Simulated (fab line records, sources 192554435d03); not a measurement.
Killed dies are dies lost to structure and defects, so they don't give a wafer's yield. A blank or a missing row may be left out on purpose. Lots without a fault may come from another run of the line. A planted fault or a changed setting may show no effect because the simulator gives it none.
Split-lot experiment | flow n5_finfet | 7 lots, 21 wafers read, on a route of 1938 steps

THE SPLIT
At N5_BEOL_M11_ILD_DEP_00 (deposits SiCOH lowk from DEMS/porogen, target thk 308.51 nm, time 58 s), the setting time_s was moved away from the recipe's 58 s on 6 of the 21 wafers read, by -11.3% to +8.1%. The other wafers ran this setting at the recipe's value.

FROM THE SPLIT TO THE READING: what the file shows between them, 1 step
- N5_BEOL_M11_CURE_71: cures SiCOH lowk, time 240 s

THE READING
M11_ILD_THK, in nm, at N5_BEOL_M11_THK_MEAS_01. Fault-free wafers of this fab line usually give 268 nm, standard deviation 3.4 nm.

wafer  | tool, chamber at the split | time_s as run, s | against the recipe | M11_ILD_THK, nm | against lot-mates on the recipe
L077.1 | pecvd-03, 2                | 58               | recipe             | 267             | -
L077.3 | pecvd-03, 0                | 58               | recipe             | 272             | -
L077.5 | pecvd-03, 2                | 58               | recipe             | 269             | -
L075.3 | pecvd-03, 2                | 58               | recipe             | 274             | -
L075.4 | pecvd-03, 0                | 53.6             | -7.6%              | 253             | -20
L075.5 | pecvd-03, 0                | 58               | recipe             | 272             | -
L080.1 | pecvd-02, 2                | 51.44            | -11.3%             | 235             | -32
L080.3 | pecvd-02, 0                | 51.44            | -11.3%             | 234             | -33
L080.4 | pecvd-02, 1                | 58               | recipe             | 267             | -
L082.3 | pecvd-03, 1                | 62.71            | +8.1%              | 282             | +16
L082.4 | pecvd-03, 2                | 58               | recipe             | 266             | -
L082.5 | pecvd-03, 1                | 62.71            | +8.1%              | 284             | +18
L087.4 | pecvd-03, 2                | 58               | recipe             | 269             | -
L087.5 | pecvd-03, 0                | 58               | recipe             | 268             | -
L087.6 | pecvd-03, 1                | 58               | recipe             | 265             | -
L091.2 | pecvd-03, 1                | 58               | recipe             | 266             | -
L091.3 | pecvd-03, 2                | 58               | recipe             | 268             | -
L091.4 | pecvd-03, 2                | 60.18            | +3.8%              | 281             | +14
L090.3 | pecvd-01, 0                | 58               | recipe             | 267             | -
L090.4 | pecvd-01, 2                | 58               | recipe             | 274             | -
L090.6 | pecvd-01, 0                | 58               | recipe             | 272             | -

THE FIT
A straight line over all 21 wafers: M11_ILD_THK changes by +2.54 nm for each +1% of time_s; r = +0.95; the points scatter about the line by 3.9 nm.
The same after taking each lot's own level away (the mean of its wafers on the recipe; 21 wafers): +2.64 nm for each +1%; r = +0.98; scatter 2.5 nm.
On that fit, the largest move of time_s shifts the reading by 30 nm.
The lots' own levels span 266.0 to 273.0 nm, that is 2.1 times the standard deviation above.
So the lot-to-lot level changes the slope little: the two slopes agree.
Check: with one of the wafers moved furthest among these (-11.3%) left out of the fit, the line predicts -29.5 nm for it against its lot-mates. It came out at -32 nm against them.

OTHER SPLITS ON THESE WAFERS
These wafers also went through other splits before the reading. Each is held against what the fit with the lots' levels taken away leaves over:
other split on the same wafers    | wafers away from the commonest value | r with M11_ILD_THK (lot level and that fit taken away)
N5_BEOL_M8_ETCH_61 bias_w         | 7                                    | +0.22
N5_BEOL_M9_ILD_DEP_00 time_s      | 6                                    | +0.15
N5_BEOL_M9_HM_DEP_02 target_thk_a | 4                                    | +0.54

THE WHOLE CHAIN: every reading that the file lists as answering this split, in the file's order
step                    | what it does                                                           | reading                                                                                   | change (the file's fit)              | r (the file's)
N5_BEOL_M11_ILD_DEP_00  | deposits SiCOH lowk from DEMS/porogen, target thk 308.51 nm, time 58 s | SiCOH_lowk_of_BEOL_M11_ILD_DEP_00.thk_nm (the simulator's own value, which no gauge read) | +2.99 nm for each +1% of the setting | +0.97
N5_BEOL_M11_CURE_71     | cures SiCOH lowk, time 240 s                                           | SiCOH_lowk_of_BEOL_M11_ILD_DEP_00.thk_nm (the simulator's own value, which no gauge read) | +2.65 nm for each +1% of the setting | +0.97
N5_BEOL_M11_THK_MEAS_01 |                                                                        | M11_ILD_THK                                                                               | +2.66 for each +1% of the setting    | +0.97

THE FILE'S OWN FIT
M11_ILD_THK changes by +2.66 nm for each +1% of time_s, r = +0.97.
